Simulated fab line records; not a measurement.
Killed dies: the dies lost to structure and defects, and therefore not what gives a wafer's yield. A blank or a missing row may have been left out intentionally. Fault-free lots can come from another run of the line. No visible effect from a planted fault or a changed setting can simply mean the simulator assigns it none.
Matching of chambers -- flow nandHarc -- NHARC_A_SLIT_DEP_23 on pecvd-03 has 3 sister chambers
The step deposits SiON, target thk 100 nm. 3 wafers are shown with their chamber, then 7 later ones without.

== WAFERS PAIRED WITH THEIR CHAMBERS ==
wafer,chamber,showerheadVppV (V)
L212.1,1,1127
L214.1,2,1192
L214.3,0,1077

== WAFERS WITH NO CHAMBER GIVEN ==
wafer,showerheadVppV (V)
L214.6,1083
L216.1,1049
L216.3,1114
L216.5,1178
L217.1,1132
L217.2,1189
L217.3,1081

== WHICH CHAMBER EACH ONE RAN IN ==
wafer,from the rows above,in truth
L214.6,0,0
L216.1,0,0
L216.3,can't be placed: 1 or 0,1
L216.5,2,2
L217.1,1,1
L217.2,2,2
L217.3,0,0
Correctly placed: 6 of 7. Not placeable from these rows: 1 (in 1, the candidates include the true chamber). 0 placed wrongly.
How it was worked out, from the rows above alone: a wafer's distance from a chamber is the root of the sum, over the readings, of the square of ((its reading less the chamber's mean) divided by the reading's scatter). If the next closest chamber is less than 2 further off than the closest, the wafer can't be placed; otherwise it belongs to the closest. Each chamber's mean is taken over the wafers shown for it. The scatter: with one shown wafer a chamber, the root of the mean of the squares of how far each hidden wafer lies from its nearest shown one.
